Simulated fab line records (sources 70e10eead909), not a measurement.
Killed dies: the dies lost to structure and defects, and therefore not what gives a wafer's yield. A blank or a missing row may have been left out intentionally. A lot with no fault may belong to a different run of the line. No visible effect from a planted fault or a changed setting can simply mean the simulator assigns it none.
fab line records + flow nandHarc
[record]
- lots = 13
- wafers = 38
- lastDay = 33
route steps=1302 shown A_WL_FILL@966 END@1302
lots that met no fault: taken from a fault-free run of the same line
startH: the number of hours between the record's first day and the start of the first shown wafer of the lot + waitH: how many hours have passed since the lot's step before this one + " unchanged from the row above + L1.1+2: several wafers, shown together as one row + - value missing, or start not given + * or withheld: withheld + < > ~ a bound
route shown NAME@n: a module of which the file shows steps, and the number in the route of the first + usual: mean and standard deviation over wafers with no fault + same: alike in all rows + chamber/n: place in a boat + sites: per-site readings + _std_site: standard deviation of those values + _edge_site: inner sites' mean taken away from outer sites' mean + radiusMm: how far each site lies from the wafer's centre + mask NAME#n: copy n + behind: the tool/chamber that last shaped the wafer + hold: reason for holding the lot/hours on hold/outcome of the hold + device: names the non-switching transistor (n, p or np) + end of line: the tests these same wafers got at the end of their route + for a step that has no rows: nothing shown but its recipe + killed: at the first sort, the dies lost to defects and structure; wafer yield is something else + map: shows each die of a wafer: x if killed, . if not, _ if none is there
set.NAME: the setting that was run; set.NAME@STEP: the one run at that earlier step + model.NAME: the simulator's own value behind a step, which no gauge read
the route's steps for a sample of lots (tables are steps, rows are wafers)
services: a tool's chamber out of use, with start hour (startH, from the record's first day; less than 0 if before it), hours out, and reason
[[steps]]
[step NHARC_A_WL_FILL_ETCHBACK_16]
[recipe]
- targetDepthA = 1200
- timeS = 24
- c4f8FlowSccm = withheld
- o2FlowSccm = 8
- arFlowSccm = withheld
- rfW = 600
- biasW = 800
- chemistry = C4F8/O2/Ar
[usual]
- biasW = 800.0/2.2
- oesProductAu = 0.98/0.03
- rfVppV = 722/3.8
| lot.wafer | tool       | chamber | startH | waitH | biasW | oesProductAu | rfHoursCounterH | rfVppV |
|-----------|------------|---------|--------|-------|-------|--------------|-----------------|--------|
| L220.1    | rieDiel-09 | 1       | -      | -     | 802.4 | 1.00         | 4.8             | 717    |
| L220.5    | "          | 2       | "      | "     | 796.6 | 1.02         | -               | 719    |
| L220.6    | "          | 3       | "      | "     | 796.3 | 1.01         | -               | 720    |
| L222.3    | rieDiel-09 | 1       | -      | -     | 797.2 | 0.92         | 5.6             | 718    |
| L222.1    | "          | 3       | "      | "     | 805.5 | 0.92         | 5.7             | 718    |
| L222.6    | "          | 1       | "      | "     | 793.9 | 0.93         | -               | 718    |
| L221.4    | rieDiel-09 | 3       | -      | -     | 799.8 | 0.93         | 5.9             | 721    |
| L221.3    | "          | 0       | "      | "     | 800.4 | 0.90         | 6.2             | 729    |
| L221.6    | "          | 3       | "      | "     | 797.6 | 0.93         | -               | 718    |
| L229.4    | rieDiel-08 | 0       | -      | -     | 803.3 | 1.00         | 1.4             | 725    |
| L229.3    | "          | 1       | "      | "     | 798.6 | 1.00         | 1.7             | 729    |
| L232.4    | rieDiel-08 | 2       | -      | -     | 799.6 | 0.94         | 2.8             | 717    |
| L232.6    | "          | 1       | "      | "     | 802.3 | 0.92         | -               | 728    |
| L232.5    | "          | 2       | "      | "     | 799.9 | 0.94         | -               | 718    |
| L233.1    | rieDiel-11 | 2       | -      | -     | 800.0 | 0.94         | 3.6             | 723    |
| L233.4    | "          | 0       | "      | "     | 796.9 | 0.94         | 5.2             | 719    |
| L233.6    | "          | 2       | "      | "     | 800.7 | 0.94         | -               | 723    |
| L235.3    | rieDiel-08 | 2       | -      | -     | 797.7 | 1.03         | 3.5             | 718    |
| L235.5    | "          | 3       | "      | "     | 800.7 | 1.01         | -               | 727    |
| L235.6    | "          | 0       | "      | "     | 800.7 | 1.00         | -               | 723    |
| L237.1    | rieDiel-11 | 3       | -      | -     | 801.9 | 0.99         | 0.5             | 721    |
| L237.3    | "          | 1       | "      | "     | 799.2 | 1.00         | 0.3             | 717    |
| L237.5    | "          | 2       | "      | "     | 800.7 | 1.01         | -               | 723    |
| L236.4    | rieDiel-08 | 1       | -      | -     | 796.1 | 0.99         | 5.2             | 728    |
| L236.3    | "          | 0       | "      | "     | 804.2 | 1.00         | 5.6             | 724    |
| L236.6    | "          | 1       | "      | "     | 799.6 | 0.99         | -               | 727    |
| L238.4    | rieDiel-11 | 0       | -      | -     | 804.8 | 1.00         | 1.1             | 720    |
| L238.3    | "          | 1       | "      | "     | 798.2 | 0.99         | 1.0             | 717    |
| L238.6    | "          | 0       | "      | "     | 799.7 | 1.00         | -               | 722    |
| L243.4    | rieDiel-09 | 3       | -      | -     | 802.7 | 0.98         | -               | 718    |
| L243.3    | "          | 2       | "      | "     | 799.5 | 0.99         | -               | 719    |
| L243.5    | "          | 2       | "      | "     | 801.2 | 1.00         | -               | 719    |
| L242.3    | rieDiel-11 | 3       | -      | -     | 795.3 | 0.97         | 2.3             | 722    |
| L242.2    | "          | 1       | "      | "     | 799.2 | 0.99         | 2.0             | 718    |
| L242.5    | "          | 2       | "      | "     | 798.8 | 1.00         | -               | 722    |
| L241.4    | rieDiel-08 | 1       | -      | -     | 800.3 | 0.91         | 8.1             | 728    |
| L241.5    | "          | 1       | "      | "     | 800.6 | 0.91         | -               | 728    |
| L241.6    | "          | 2       | "      | "     | 799.7 | 0.93         | -               | 717    |
[step NHARC_A_WL_FILL_CVD_20]
[recipe]
- targetThkA = 1000
- tempC = 400
- pressureTorr = 40
- wf6FlowSccm = 40
- h2FlowSccm = 1600
- arFlowSccm = 1560
- timeS = 74
- material = W
[usual]
- heaterPowerW = 859/65
- throttleValvePct = 8.13/0.22
| lot.wafer | tool    | chamber | startH | waitH | heaterPowerW | throttleValvePct |
|-----------|---------|---------|--------|-------|--------------|------------------|
| L220.1    | cvdW-02 | 0       | -      | -     | 816          | 7.86             |
| L220.6    | "       | 1       | "      | "     | 807          | 7.83             |
| L220.5    | "       | 0       | "      | "     | 789          | 8.10             |
| L222.1    | cvdW-02 | 0       | -      | -     | 809          | 8.13             |
| L222.3    | "       | 1       | "      | "     | 779          | 8.10             |
| L222.6    | "       | 1       | "      | "     | 786          | 7.76             |
| L221.4    | cvdW-01 | 0       | -      | -     | 987          | 8.35             |
| L221.3    | "       | 1       | "      | "     | 938          | 7.95             |
| L221.6    | "       | 0       | "      | "     | 971          | 8.48             |
| L229.3    | cvdW-01 | 0       | -      | -     | 895          | 8.20             |
| L229.4    | "       | 1       | "      | "     | 925          | 8.64             |
| L233.1    | cvdW-01 | 1       | -      | -     | 896          | 8.15             |
| L233.4    | "       | 0       | "      | "     | 896          | 8.37             |
| L233.6    | "       | 1       | "      | "     | 914          | 8.15             |
| L232.4    | cvdW-02 | 0       | -      | -     | 812          | 7.96             |
| L232.5    | "       | 0       | "      | "     | 820          | 7.90             |
| L232.6    | "       | 1       | "      | "     | 794          | 7.95             |
| L235.3    | cvdW-01 | 0       | -      | -     | 885          | 8.25             |
| L235.6    | "       | 1       | "      | "     | 929          | 8.23             |
| L235.5    | "       | 0       | "      | "     | 887          | 8.36             |
| L237.1    | cvdW-01 | 1       | -      | -     | 928          | 8.45             |
| L237.3    | "       | 1       | "      | "     | 935          | 8.33             |
| L237.5    | "       | 1       | "      | "     | 949          | 8.23             |
| L236.4    | cvdW-01 | 1       | -      | -     | 915          | 8.39             |
| L236.3    | "       | 0       | "      | "     | 877          | 8.11             |
| L236.6    | "       | 0       | "      | "     | 881          | 8.39             |
| L238.3    | cvdW-02 | 1       | -      | -     | 821          | 7.92             |
| L238.4    | "       | 0       | "      | "     | 796          | 8.24             |
| L238.6    | "       | 1       | "      | "     | 802          | 7.85             |
| L243.4    | cvdW-02 | 1       | -      | -     | 828          | 7.83             |
| L243.3    | "       | 0       | "      | "     | 759          | 8.56             |
| L243.5    | "       | 0       | "      | "     | 761          | 8.52             |
| L242.2    | cvdW-01 | 0       | -      | -     | 904          | 8.37             |
| L242.3    | "       | 1       | "      | "     | 928          | 8.24             |
| L242.5    | "       | 1       | "      | "     | 916          | 8.45             |
| L241.4    | cvdW-01 | 0       | -      | -     | 905          | 8.45             |
| L241.5    | "       | 0       | "      | "     | 881          | 8.25             |
| L241.6    | "       | 1       | "      | "     | 930          | 8.13             |
[step NHARC_A_WL_FILL_CMP_12]
[recipe]
- tOverpolishS = 30
- targetThkNm = 100
[usual]
- motorCurrentA = 11.8/0.96
- overpolishRunS = 30.000/0.0085
- padLifeWafers = 183/94
- timeToEndpointS = 20.0/2.5
| lot.wafer | tool   | chamber | startH | waitH | motorCurrentA | overpolishRunS | padLifeWafers | timeToEndpointS |
|-----------|--------|---------|--------|-------|---------------|----------------|---------------|-----------------|
| L220.1    | cmp-03 | 3       | 476.84 | 0.2   | 11.7          | 30.007         | 63            | 17.3            |
| L220.6    | "      | 0       | "      | "     | 11.0          | 30.006         | -             | 16.7            |
| L220.5    | "      | 1       | "      | "     | 12.9          | 29.989         | -             | 18.5            |
| L222.1    | cmp-01 | 2       | 488.18 | 0.2   | 11.6          | 29.985         | 12            | 17.5            |
| L222.3    | "      | 1       | "      | "     | 10.5          | 29.993         | 15            | 19.6            |
| L222.6    | "      | 3       | "      | "     | 13.6          | 30.010         | -             | 16.9            |
| L221.4    | cmp-02 | 1       | 493.33 | 0.1   | 9.9           | 30.004         | 198           | 18.1            |
| L221.3    | "      | 0       | "      | "     | 12.6          | 29.991         | 201           | 18.5            |
| L221.6    | "      | 2       | "      | "     | 12.0          | 30.003         | -             | 23.0            |
| L229.4    | cmp-02 | 0       | 575.33 | 0.1   | 12.2          | 29.998         | 222           | 12.0            |
| L229.3    | "      | 2       | "      | "     | 12.9          | 30.015         | 224           | 24.9            |
| L232.4    | cmp-01 | 1       | 610.74 | 0.1   | 11.6          | 29.995         | 72            | 16.9            |
| L232.5    | "      | 1       | "      | "     | 11.1          | 29.993         | -             | 17.7            |
| L232.6    | "      | 2       | "      | "     | 12.2          | 30.001         | -             | 15.9            |
| L233.1    | cmp-03 | 1       | 610.75 | 0.2   | 12.4          | 29.980         | 192           | 21.8            |
| L233.4    | "      | 2       | "      | "     | 12.6          | 29.990         | 193           | 19.9            |
| L233.6    | "      | 2       | "      | "     | 11.9          | 29.995         | -             | 20.9            |
| L235.3    | cmp-03 | 2       | 626.32 | 0.3   | 12.4          | 29.996         | 273           | 18.8            |
| L235.5    | "      | 3       | "      | "     | 11.5          | 29.997         | -             | 18.3            |
| L235.6    | "      | 0       | "      | "     | 11.1          | 30.009         | -             | 19.5            |
| L237.3    | cmp-03 | 0       | 638.48 | 0.1   | 11.2          | 30.002         | 307           | 21.2            |
| L237.1    | "      | 2       | "      | "     | 13.1          | 29.982         | 309           | 19.7            |
| L237.5    | "      | 0       | "      | "     | 11.1          | 29.995         | -             | 20.7            |
| L236.3    | cmp-02 | 0       | 648.68 | 0.1   | 12.2          | 29.980         | 66            | 20.5            |
| L236.4    | "      | 3       | "      | "     | 11.8          | 30.001         | 69            | 19.4            |
| L236.6    | "      | 1       | "      | "     | 10.2          | 30.002         | -             | 19.4            |
| L238.4    | cmp-01 | 2       | 658.79 | 0.1   | 11.8          | 29.982         | 288           | 17.8            |
| L238.3    | "      | 3       | "      | "     | 13.2          | 30.008         | 289           | 16.7            |
| L238.6    | "      | 2       | "      | "     | 11.7          | 29.997         | -             | 17.2            |
| L243.3    | cmp-02 | 3       | 704.08 | 0.1   | 11.8          | 29.995         | 324           | 18.7            |
| L243.4    | "      | 0       | "      | "     | 13.1          | 30.003         | 325           | 20.9            |
| L243.5    | "      | 0       | "      | "     | 12.6          | 30.011         | -             | 21.0            |
| L242.2    | cmp-01 | 3       | 704.21 | 0.2   | 13.5          | 30.000         | 79            | 19.3            |
| L242.3    | "      | 0       | "      | "     | 10.9          | 30.001         | 80            | 25.8            |
| L242.5    | "      | 2       | "      | "     | 11.9          | 30.003         | -             | 19.9            |
| L241.4    | cmp-03 | 0       | 710.20 | 0.2   | 11.3          | 30.006         | 207           | 22.4            |
| L241.5    | "      | 1       | "      | "     | 12.8          | 30.010         | -             | 21.2            |
| L241.6    | "      | 2       | "      | "     | 11.8          | 29.999         | -             | 21.9            |
[step NHARC_A_WL_FILL_INSPECT_15]
[usual]
- rawDefectCount = 492/130
| lot.wafer | tool             | chamber | startH | waitH | rawDefectCount |
|-----------|------------------|---------|--------|-------|----------------|
| L220.1    | defectInspect-01 | -       | 477.23 | 0.0   | 399            |
| L220.5    | "                | -       | "      | "     | 588            |
| L220.6    | "                | -       | "      | "     | 602            |
| L222.1    | defectInspect-02 | -       | 488.67 | 0.0   | 434            |
| L222.3    | "                | -       | "      | "     | 349            |
| L222.6    | "                | -       | "      | "     | 493            |
| L221.3    | defectInspect-01 | -       | 493.82 | 0.0   | 537            |
| L221.4    | "                | -       | "      | "     | 561            |
| L221.6    | "                | -       | "      | "     | 458            |
| L229.3    | defectInspect-02 | -       | 575.79 | 0.0   | 440            |
| L229.4    | "                | -       | "      | "     | 664            |
| L232.4    | defectInspect-01 | -       | 611.21 | 0.0   | 553            |
| L232.5    | "                | -       | "      | "     | 479            |
| L232.6    | "                | -       | "      | "     | 550            |
| L233.1    | defectInspect-02 | -       | 611.22 | 0.0   | 336            |
| L233.4    | "                | -       | "      | "     | 389            |
| L233.6    | "                | -       | "      | "     | 360            |
| L235.3    | defectInspect-02 | -       | 626.71 | 0.0   | 672            |
| L235.5    | "                | -       | "      | "     | 985            |
| L235.6    | "                | -       | "      | "     | 348            |
| L237.1    | defectInspect-02 | -       | 638.92 | 0.0   | 383            |
| L237.3    | "                | -       | "      | "     | 437            |
| L237.5    | "                | -       | "      | "     | 570            |
| L236.3    | defectInspect-02 | -       | 649.15 | 0.0   | 458            |
| L236.4    | "                | -       | "      | "     | 531            |
| L236.6    | "                | -       | "      | "     | 377            |
| L238.3    | defectInspect-02 | -       | 659.26 | 0.0   | 515            |
| L238.4    | "                | -       | "      | "     | 524            |
| L238.6    | "                | -       | "      | "     | 482            |
| L243.3    | defectInspect-01 | -       | 704.55 | 0.0   | 453            |
| L243.4    | "                | -       | "      | "     | 366            |
| L243.5    | "                | -       | "      | "     | 308            |
| L242.2    | defectInspect-01 | -       | 704.67 | 0.0   | 476            |
| L242.3    | "                | -       | "      | "     | 556            |
| L242.5    | "                | -       | "      | "     | 817            |
| L241.4    | defectInspect-01 | -       | 710.61 | 0.0   | 565            |
| L241.5    | "                | -       | "      | "     | 609            |
| L241.6    | "                | -       | "      | "     | 597            |
[step NHARC_END_SORT_01]
[recipe]
- tempC = 25
[usual]
- killedAtArray = 52/18
- killedAtOther = 1.2/1.5
- killedAtPeriphery = 4/3.2
- killedDies = 57/17
- killedOpen = 3.1/1.9
- killedShort = 2.5/1.7
[same]
- grossDies = 677
| lot.wafer | tool      | chamber | startH | waitH | killedAtArray | killedAtOther | killedAtPeriphery | killedDies | killedOpen | killedShort |
|-----------|-----------|---------|--------|-------|---------------|---------------|-------------------|------------|------------|-------------|
| L220.1    | prober-02 | 0       | 554.74 | 2.4   | 48            | 3             | 1                 | 52         | 1          | 8           |
| L220.5    | prober-02 | 0       | 557.94 | 3.7   | 45            | 5             | 0                 | 50         | 2          | 2           |
| L220.6    | prober-02 | 0       | 558.74 | 4.0   | 34            | 5             | 1                 | 40         | 3          | 6           |
| L221.3    | prober-02 | 0       | 580.23 | 3.1   | 41            | 0             | 1                 | 42         | 3          | 1           |
| L221.4    | prober-02 | 0       | 581.03 | 3.4   | 49            | 0             | 4                 | 53         | 0          | 5           |
| L221.6    | prober-02 | 0       | 582.61 | 4.0   | 39            | 0             | 3                 | 42         | 6          | 4           |
| L229.4    | prober-02 | 0       | 657.20 | 3.4   | 60            | 1             | 2                 | 63         | 1          | 2           |
| L232.4    | prober-02 | 0       | 687.94 | 3.4   | 65            | 0             | 3                 | 68         | 2          | 1           |
| L232.5    | prober-02 | 0       | 688.74 | 3.7   | 70            | 0             | 5                 | 75         | 0          | 2           |
| L232.6    | prober-02 | 0       | 689.54 | 4.0   | 68            | 0             | 2                 | 70         | 7          | 3           |
| L235.3    | prober-02 | 0       | 708.77 | 3.1   | 32            | 0             | 1                 | 33         | 1          | 1           |
| L235.5    | prober-02 | 0       | 710.36 | 3.7   | 42            | 0             | 2                 | 44         | 4          | 3           |
| L235.6    | prober-02 | 0       | 711.16 | 4.0   | 33            | 0             | 2                 | 35         | 2          | 2           |
| L237.1    | prober-01 | 0       | 715.14 | 2.5   | 49            | 0             | 1                 | 50         | 5          | 0           |
| L237.3    | prober-01 | 0       | 716.73 | 3.1   | 61            | 0             | 0                 | 61         | 2          | 1           |
| L237.5    | prober-01 | 0       | 718.32 | 3.7   | 56            | 0             | 1                 | 57         | 4          | 1           |
| L236.3    | prober-02 | 0       | 728.70 | 3.1   | 73            | 0             | 2                 | 75         | 5          | 6           |
| L236.4    | prober-02 | 0       | 729.49 | 3.4   | 51            | 5             | 2                 | 58         | 3          | 0           |
| L236.6    | prober-02 | 0       | 731.09 | 4.0   | 41            | 4             | 1                 | 46         | 6          | 3           |
// killed by level:class
L220.1 A_CHANNEL_HOLE_D1:chamberFilmFlake=32 A_CHANNEL_HOLE_D2:chamberFilmFlake=5 A_CHANNEL_FILL_D2:geometricParticle:short=3 A_SGD_CUT:geometricParticle:short=2 THIN_TSV:chamberFilmFlake=2 A_ONON_D1:geometricParticle:short=1 A_CHANNEL_FILL_D1:geometricParticle:short=1 A_SGD_CUT:geometricParticle:open=1
L220.5 A_CHANNEL_HOLE_D1:chamberFilmFlake=31 A_CHANNEL_HOLE_D2:chamberFilmFlake=7 THIN_TSV:chamberFilmFlake=5 A_CHANNEL_FILL_D1:geometricParticle:short=2 A_CHANNEL_HOLE_D2:geometricParticle:open=1 A_SGD_CUT:geometricParticle:open=1 A_CHANNEL_FILL_D1:chamberFilmFlake=1 A_STAIRCASE:chamberFilmFlake=1
L220.6 A_CHANNEL_HOLE_D1:chamberFilmFlake=18 THIN_TSV:chamberFilmFlake=5 A_CHANNEL_HOLE_D2:chamberFilmFlake=5 A_CHANNEL_FILL_D2:geometricParticle:short=3 A_STAIRCASE:chamberFilmFlake=2 P_GATE:geometricParticle:open=1 A_CHANNEL_FILL_D1:geometricParticle:short=1 A_DECK1_JOINT:geometricParticle:short=1
L221.3 A_SLIT:chamberFilmFlake=18 A_CHANNEL_HOLE_D2:chamberFilmFlake=8 A_CHANNEL_FILL_D2:chamberFilmFlake=4 A_WL_FILL:chamberFilmFlake=3 A_CONTACT:chamberFilmFlake=3 A_CHANNEL_FILL_D1:geometricParticle:short=1 A_CHANNEL_FILL_D1:geometricParticle:open=1 A_SGD_CUT:geometricParticle:open=1
L221.4 A_SLIT:chamberFilmFlake=24 A_CHANNEL_FILL_D2:chamberFilmFlake=8 A_CHANNEL_HOLE_D2:chamberFilmFlake=6 P_GATE:chamberFilmFlake=3 A_WL_FILL:chamberFilmFlake=3 A_CONTACT:chamberFilmFlake=3 A_WL_FILL:geometricParticle:short=2 P_M0:geometricParticle:short=1
L221.6 A_SLIT:chamberFilmFlake=21 A_CONTACT:chamberFilmFlake=4 A_WL_FILL:chamberFilmFlake=3 A_ONON_D1:geometricParticle:short=2 A_ONON_D2:geometricParticle:open=2 A_CHANNEL_HOLE_D2:chamberFilmFlake=2 P_CONTACT:geometricParticle:open=1 P_CONTACT:geometricParticle:short=1
L229.4 A_SLIT:chamberFilmFlake=25 A_CHANNEL_HOLE_D1:chamberFilmFlake=21 A_CHANNEL_HOLE_D2:chamberFilmFlake=7 A_CONTACT:chamberFilmFlake=2 A_CHANNEL_FILL_D1:geometricParticle:open=1 A_CHANNEL_FILL_D2:geometricParticle:short=1 P_STI:chamberFilmFlake=1 P_M2:chamberFilmFlake=1
L232.4 A_SLIT:chamberFilmFlake=30 A_CHANNEL_HOLE_D1:chamberFilmFlake=28 A_CONTACT:chamberFilmFlake=3 P_GATE:chamberFilmFlake=2 A_ONON_D2:geometricParticle:short=1 A_ONON_D2:geometricParticle:open=1 A_M0:geometricParticle:open=1 P_ZERO_WELL:chamberFilmFlake=1
L232.5 A_CHANNEL_HOLE_D1:chamberFilmFlake=38 A_SLIT:chamberFilmFlake=25 P_GATE:chamberFilmFlake=4 A_ZERO_WELL:chamberFilmFlake=3 A_STAIRCASE:chamberFilmFlake=3 P_M0:geometricParticle:short=1 A_ONON_D1:geometricParticle:short=1
L232.6 A_SLIT:chamberFilmFlake=27 A_CHANNEL_HOLE_D1:chamberFilmFlake=26 A_ONON_D2:geometricParticle:open=3 A_ZERO_WELL:chamberFilmFlake=3 A_BLC:geometricParticle:open=2 A_CONTACT:chamberFilmFlake=2 A_CHANNEL_FILL_D1:geometricParticle:open=1 A_ONON_D2:geometricParticle:short=1
L235.3 A_CHANNEL_HOLE_D2:chamberFilmFlake=14 A_CHANNEL_HOLE_D1:chamberFilmFlake=9 A_STAIRCASE:chamberFilmFlake=3 A_SLIT:chamberFilmFlake=2 A_ONON_D1:geometricParticle:short=1 A_ONON_D2:geometricParticle:open=1 P_CONTACT:chamberFilmFlake=1 A_ZERO_WELL:chamberFilmFlake=1
L235.5 A_CHANNEL_HOLE_D2:chamberFilmFlake=17 A_CHANNEL_HOLE_D1:chamberFilmFlake=5 A_CONTACT:chamberFilmFlake=4 A_ZERO_WELL:chamberFilmFlake=3 A_CHANNEL_FILL_D1:chamberFilmFlake=3 A_SLIT:chamberFilmFlake=2 A_ONON_D1:geometricParticle:short=1 A_DECK1_JOINT:geometricParticle:short=1
L235.6 A_CHANNEL_HOLE_D2:chamberFilmFlake=19 A_CHANNEL_HOLE_D1:chamberFilmFlake=3 A_CONTACT:chamberFilmFlake=3 A_DECK1_JOINT:geometricParticle:short=2 A_SLIT:chamberFilmFlake=2 P_M0:geometricParticle:open=1 A_M0:geometricParticle:open=1 P_ZERO_WELL:chamberFilmFlake=1
L237.1 A_CHANNEL_HOLE_D1:chamberFilmFlake=19 A_STAIRCASE:chamberFilmFlake=9 A_CONTACT:chamberFilmFlake=5 A_BLC:chamberFilmFlake=5 A_BLC:geometricParticle:open=3 A_SLIT:chamberFilmFlake=3 A_CHANNEL_FILL_D1:chamberFilmFlake=2 P_M0:geometricParticle:open=1
L237.3 A_CHANNEL_HOLE_D1:chamberFilmFlake=33 A_STAIRCASE:chamberFilmFlake=10 A_BLC:chamberFilmFlake=4 A_WL_FILL:chamberFilmFlake=3 A_CONTACT:chamberFilmFlake=3 A_SLIT:chamberFilmFlake=2 A_CHANNEL_HOLE_D1:geometricParticle:short=1 A_CHANNEL_HOLE_D2:geometricParticle:open=1
L237.5 A_CHANNEL_HOLE_D1:chamberFilmFlake=33 A_STAIRCASE:chamberFilmFlake=6 A_SLIT:chamberFilmFlake=3 A_CONTACT:chamberFilmFlake=3 A_CHANNEL_FILL_D1:chamberFilmFlake=2 A_SGD_CUT:chamberFilmFlake=2 A_BLC:chamberFilmFlake=2 P_GATE:geometricParticle:open=1
L236.3 A_SLIT:chamberFilmFlake=40 A_CHANNEL_HOLE_D1:chamberFilmFlake=18 A_WL_FILL:geometricParticle:open=3 A_ONON_D1:geometricParticle:short=2 A_STAIRCASE:chamberFilmFlake=2 P_GATE:geometricParticle:short=1 A_ONON_D1:geometricParticle:open=1 A_CHANNEL_FILL_D1:geometricParticle:short=1
L236.4 A_SLIT:chamberFilmFlake=29 A_CHANNEL_HOLE_D1:chamberFilmFlake=13 THIN_TSV:chamberFilmFlake=5 A_CONTACT:chamberFilmFlake=4 A_STAIRCASE:chamberFilmFlake=3 P_M2:geometricParticle:open=1 A_DECK1_JOINT:geometricParticle:open=1 A_CHANNEL_FILL_D2:geometricParticle:open=1
L236.6 A_SLIT:chamberFilmFlake=24 A_CHANNEL_HOLE_D1:chamberFilmFlake=5 THIN_TSV:chamberFilmFlake=4 A_WL_FILL:geometricParticle:open=3 A_CONTACT:chamberFilmFlake=2 P_GATE:geometricParticle:open=1 A_ONON_D1:geometricParticle:open=1 A_DECK1_JOINT:geometricParticle:short=1
[[services]]
| tool       | chamber | startH | hours | kind   |
|------------|---------|--------|-------|--------|
| cvdW-02    | -       | 450.00 | 13.0  | pm     |
| cmp-03     | -       | 456.12 | 4.0   | pm     |
| rieDiel-11 | 2       | 460.61 | 2.7   | repair |
| cvdW-01    | 1       | 462.55 | 17.2  | repair |
| rieDiel-11 | 0       | 463.13 | 1.7   | repair |
| cmp-01     | -       | 479.50 | 4.0   | pm     |
| rieDiel-09 | -       | 497.10 | 9.0   | pm     |
| cmp-01     | -       | 498.05 | 0.9   | repair |
| rieDiel-11 | 2       | 503.62 | 22.6  | repair |
| cmp-03     | -       | 522.90 | 6.1   | repair |
| cmp-03     | -       | 529.57 | 0.8   | repair |
| rieDiel-08 | -       | 544.94 | 9.0   | pm     |
| cvdW-01    | -       | 547.08 | 13.0  | pm     |
| cmp-01     | -       | 550.88 | 32.5  | repair |
| cmp-03     | -       | 554.12 | 4.0   | pm     |
| cmp-01     | -       | 583.38 | 4.0   | pm     |
| rieDiel-09 | 0       | 590.65 | 132.0 | repair |
| cmp-01     | -       | 597.54 | 1.1   | repair |
| rieDiel-11 | -       | 609.50 | 9.0   | pm     |
| cvdW-02    | -       | 631.15 | 13.0  | pm     |
| rieDiel-08 | -       | 647.97 | 0.5   | repair |
| cmp-03     | -       | 652.12 | 4.0   | pm     |
| cvdW-01    | 1       | 655.49 | 5.1   | repair |
| rieDiel-08 | 3       | 668.90 | 8.3   | repair |
[[key]]
[firstSign]
- step = NHARC_A_WL_FILL_CMP_12
- reading = timeToEndpointS
- direction = down
- sigmas = 3.3
- usual = *
- struck = *
effect none on later readings
metAt NHARC_A_WL_FILL_CMP_12
struckLots L229
struckWafers L229.4
testerLeftOut L229
notActingAt NHARC_A_WL_FILL_ETCHBACK_16,NHARC_A_WL_FILL_CVD_20,NHARC_A_WL_FILL_INSPECT_15
onsetBetween 493.33 575.33
[fault]
- kind = processParameterDrift
- tool = cmp-02
- chamber = -
- onsetH = 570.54
- steps = NHARC_A_WL_FILL_CMP_12
- channel = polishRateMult
- offset = 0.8
- shape = step
- endH = 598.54
- scope = struckWafersOnly
// testerLeftOut: of these lots the tester's yield and bins aren't shown, on N5 and GAA mostly nor the transistor test; their killed dies are dies lost to structure and defects alone, not to doping, threshold or leakage, so they don't give the yield
